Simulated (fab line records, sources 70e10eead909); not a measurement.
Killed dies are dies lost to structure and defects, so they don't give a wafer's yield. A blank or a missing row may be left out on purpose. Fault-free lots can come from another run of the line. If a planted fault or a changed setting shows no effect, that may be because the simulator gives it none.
Which of the tools did it? | flow nandHarc | 13 lots, 39 wafers sampled, at 6 steps of a route of 1159

== WHAT EACH GAUGE READ, for each wafer ==
NHARC_A_ZERO_WELL_CD_MEAS_10 targets a cd of 2000 nm. Usual: cdNm reads 1998.7 nm (standard deviation 1.7).
lot  | measured     | on       | cdNm (nm)            | flag
L677 | day 6 16:31  | cdSem-01 | 1998.7 1998.0 1999.5 | 
L676 | day 6 16:47  | cdSem-02 | 1998.2 1999.8 1998.0 | 
L678 | day 7 02:56  | cdSem-02 | 1999.1 1999.0 1998.5 | 
L680 | day 7 13:22  | cdSem-01 | 1998.0 1999.7 2000.1 | 
L681 | day 7 19:41  | cdSem-01 | 1996.8 1995.7 1998.6 | 
L682 | day 8 01:49  | cdSem-01 | 1998.9 2000.9 1997.2 | 
L683 | day 8 05:20  | cdSem-02 | 1998.0 1998.8 2000.9 | 
L685 | day 8 19:11  | cdSem-02 | 1999.4 1996.4 1996.9 | 
L686 | day 9 11:30  | cdSem-02 | 2000.7 1999.7 1998.9 | 
L689 | day 9 14:25  | cdSem-03 | 1998.0 1997.2 1997.6 | 
L687 | day 9 16:15  | cdSem-03 | 1996.7 1995.8 1997.1 | 
L694 | day 11 00:55 | cdSem-02 | 2002.0 2000.9 2001.2 | 
L697 | day 11 13:23 | cdSem-02 | 1998.4 1997.0 1997.5 | 

NHARC_A_ONON_D1_THK_MEAS_02: measures by ellipsometry. Usual: thkNm reads 1000 nm (standard deviation 7.4).
lot  | measured     | on           | thkNm (nm)     | flag
L677 | day 7 15:59  | filmMetro-01 | 987 989 989    | 
L676 | day 7 15:58  | filmMetro-02 | 998 997 996    | 
L678 | day 8 02:51  | filmMetro-02 | 999 997 999    | 
L680 | day 8 12:23  | filmMetro-01 | 1000 1001 1001 | 
L681 | day 8 18:06  | filmMetro-02 | 993 993 996    | 
L682 | day 9 01:34  | filmMetro-01 | 1011 1009 1010 | 
L683 | day 9 05:44  | filmMetro-02 | 996 994 995    | 
L685 | day 9 23:46  | filmMetro-01 | 1010 1009 1009 | 
L686 | day 10 11:59 | filmMetro-01 | 1000 999 997   | 
L689 | day 10 11:59 | filmMetro-02 | 1006 1008 1007 | 
L687 | day 10 11:59 | filmMetro-01 | 1009 1006 1007 | 
L694 | day 11 22:52 | filmMetro-01 | 708 999 707    | OFF
L697 | day 12 15:49 | filmMetro-02 | 704 995 703    | OFF

NHARC_END_SORT_01. Usual: killedAtArray 26, standard deviation 11; killedAtOther 0.4, standard deviation 0.78; killedAtPeriphery 3.4, standard deviation 2.4; killedDies 29, standard deviation 11; killedOpen 3.1, standard deviation 1.9; killedShort 1.9, standard deviation 1.4.
lot  | measured     | on        | killedAtArray | killedAtOther | killedAtPeriphery | killedDies | killedOpen | killedShort | flag
L694 | day 25 15:17 | prober-01 | 674 13 675    | 0 0 0         | 3 0 2             | 677 13 677 | 2 3 2      | 1 0 1       | OFF
L697 | day 26 02:42 | prober-02 | 676 51 676    | 0 2 1         | 1 3 0             | 677 56 677 | 3 2 1      | 5 2 3       | OFF

== WHICH TOOL RAN EACH LOT (tool, then ch and the chambers of the sampled wafers, then the start) ==
lot  | NHARC_A_ZERO_WELL_ETCH_13       | NHARC_A_ZERO_WELL_RTA_16        | NHARC_A_ONON_D1_DEP_00
L677 | rieSi-01 ch 0,2, day 6 16:53    | rtpAnneal-02 ch 0, day 6 17:49  | pecvdOnon-01 ch 0, day 7 15:32
L676 | rieSi-05 ch 2,3, day 6 17:10    | rtpAnneal-01 ch 0, day 6 18:03  | pecvdOnon-02 ch 0, day 7 15:27
L678 | rieSi-05 ch 1,3, day 7 03:17    | rtpAnneal-02 ch 0, day 7 04:11  | pecvdOnon-02 ch 0, day 8 02:20
L680 | rieSi-02 ch 0,1,2, day 7 13:45  | rtpAnneal-01 ch 0, day 7 14:46  | pecvdOnon-01 ch 0, day 8 11:52
L681 | rieSi-02 ch 0,1,2, day 7 20:04  | rtpAnneal-01 ch 0, day 7 20:57  | pecvdOnon-02 ch 0, day 8 17:35
L682 | rieSi-01 ch 1,3, day 8 02:11    | rtpAnneal-01 ch 0, day 8 03:08  | pecvdOnon-02 ch 0, day 9 01:07
L683 | rieSi-05 ch 0,1,2, day 8 05:43  | rtpAnneal-02 ch 0, day 8 06:36  | pecvdOnon-02 ch 0, day 9 05:14
L685 | rieSi-02 ch 1,3, day 8 19:34    | rtpAnneal-01 ch 0, day 8 20:28  | pecvdOnon-03 ch 0, day 9 23:16
L686 | rieSi-02 ch 0,1,2, day 9 11:54  | rtpAnneal-02 ch 0, day 9 13:01  | pecvdOnon-01 ch 0, day 10 11:35
L689 | rieSi-01 ch 0,1,3, day 9 14:49  | rtpAnneal-01 ch 0, day 9 15:41  | pecvdOnon-03 ch 0, day 10 11:28
L687 | rieSi-05 ch 0,2,3, day 9 16:37  | rtpAnneal-01 ch 0, day 9 17:34  | pecvdOnon-02 ch 0, day 10 11:36
L694 | rieSi-01 ch 0,1,3, day 11 01:19 | rtpAnneal-01 ch 0, day 11 02:16 | pecvdOnon-03 ch 0, day 11 22:20
L697 | rieSi-02 ch 0,2, day 11 13:46   | rtpAnneal-02 ch 0, day 11 14:40 | pecvdOnon-03 ch 0, day 12 15:18
- NHARC_A_ZERO_WELL_ETCH_13: etches the open film in HBr/Cl2, target depth 120 nm, time 40.1 s.
- NHARC_A_ZERO_WELL_RTA_16: time 10 s.
- NHARC_A_ONON_D1_DEP_00: target thk 1000 nm.

== AS READ BY THE TOOLS THEMSELVES (means over the sampled wafers that have a number; for cases with no such wafer, the mark the record gives instead) ==
NHARC_A_ZERO_WELL_ETCH_13. Usual: drypumpMotorCurrentA 5.7 A, standard deviation 0.45; oesProductAu 0.997 a.u., standard deviation 0.011; throttleValvePct 26.407 %, standard deviation 0.0087.
lot  | tool     | drypumpMotorCurrentA (A) | oesProductAu (a.u.) | throttleValvePct (%) | flag
L677 | rieSi-01 | 5.7                      | 1.016               | 26.418               | 
L676 | rieSi-05 | 5.7                      | 1.002               | 26.402               | 
L678 | rieSi-05 | 6.3                      | 0.997               | 26.412               | 
L680 | rieSi-02 | 6.0                      | 0.982               | 26.411               | 
L681 | rieSi-02 | 6.0                      | 0.991               | 26.400               | 
L682 | rieSi-01 | 5.2                      | 0.998               | 26.411               | 
L683 | rieSi-05 | 5.4                      | 1.001               | 26.403               | 
L685 | rieSi-02 | 5.8                      | 0.987               | 26.401               | 
L686 | rieSi-02 | 6.0                      | 0.985               | 26.409               | 
L689 | rieSi-01 | 5.5                      | 1.010               | 26.404               | 
L687 | rieSi-05 | 5.8                      | 1.002               | 26.410               | 
L694 | rieSi-01 | 5.5                      | 0.991               | 26.412               | 
L697 | rieSi-02 | 6.0                      | 1.002               | 26.403               | 

NHARC_A_ZERO_WELL_RTA_16. Usual: lampPowerPct 29.9 %, standard deviation 1.5; wafer_temp_C_max 1004.1, standard deviation 1.1.
lot  | tool         | lampPowerPct (%) | wafer_temp_C_max | flag
L677 | rtpAnneal-02 | 28.2             | 1003.9           | 
L676 | rtpAnneal-01 | 31.1             | 1005.3           | 
L678 | rtpAnneal-02 | 28.2             | 1003.2           | 
L680 | rtpAnneal-01 | 31.1             | 1005.6           | 
L681 | rtpAnneal-01 | 31.1             | 1004.6           | 
L682 | rtpAnneal-01 | 31.1             | 1005.6           | 
L683 | rtpAnneal-02 | 28.2             | 1003.3           | 
L685 | rtpAnneal-01 | 31.1             | 1004.8           | 
L686 | rtpAnneal-02 | 28.1             | 1003.1           | 
L689 | rtpAnneal-01 | 31.1             | 1004.4           | 
L687 | rtpAnneal-01 | 31.1             | 1004.6           | 
L694 | rtpAnneal-01 | 31.1             | 1004.6           | 
L697 | rtpAnneal-02 | 28.2             | 1003.5           | 

NHARC_A_ONON_D1_DEP_00. Usual: susceptorTempC reads 399.94 C (standard deviation 0.27).
lot  | tool         | susceptorTempC (C) | flag
L677 | pecvdOnon-01 | 400.04             | 
L676 | pecvdOnon-02 | 399.50             | 
L678 | pecvdOnon-02 | 399.84             | 
L680 | pecvdOnon-01 | 400.37             | 
L681 | pecvdOnon-02 | 399.81             | 
L682 | pecvdOnon-02 | 399.66             | 
L683 | pecvdOnon-02 | 399.92             | 
L685 | pecvdOnon-03 | 399.78             | 
L686 | pecvdOnon-01 | 400.00             | 
L689 | pecvdOnon-03 | 400.07             | 
L687 | pecvdOnon-02 | 399.87             | 
L694 | pecvdOnon-03 | 399.86             | 
L697 | pecvdOnon-03 | 400.10             | 

== THE ANSWER, worked out from the rows above alone ==
Rule: lot off if the mean of its wafers having a number is beyond 3 standard deviations from the usual mean. Also off: a lot with no number at a reading for which 4 or more lots have one. The other lots that the step has rows for count as sound. After the gauges, taken in route order, come the tools' own readings; for these a lot's mean is taken, as printed above. The first step at which some lot is off is used, and at that step the reading that is off furthest; a lot without a number counts as furthest.
Off at NHARC_A_ONON_D1_THK_MEAS_02 (thkNm): L694, L697.
If a tool, at a process step before that reading, ran all the lots that are off and no sound lot after the first of them, it fits. The gauges at NHARC_A_ONON_D1_THK_MEAS_02 aren't tried: what is off there is off at NHARC_END_SORT_01 too, on other tools, and a gauge's error can't cause that. One fits: NHARC_A_ONON_D1_DEP_00 on pecvdOnon-03. A fault onset in the window from L689 (day 10 11:28, its last sound lot) to L694 (day 11 22:20, its first lot off) fits.

== WHAT HAD BEEN PUT IN BY THE SIMULATOR ==
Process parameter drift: pecvdOnon-03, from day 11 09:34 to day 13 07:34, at NHARC_A_ONON_D1_DEP_00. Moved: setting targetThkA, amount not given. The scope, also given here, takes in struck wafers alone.
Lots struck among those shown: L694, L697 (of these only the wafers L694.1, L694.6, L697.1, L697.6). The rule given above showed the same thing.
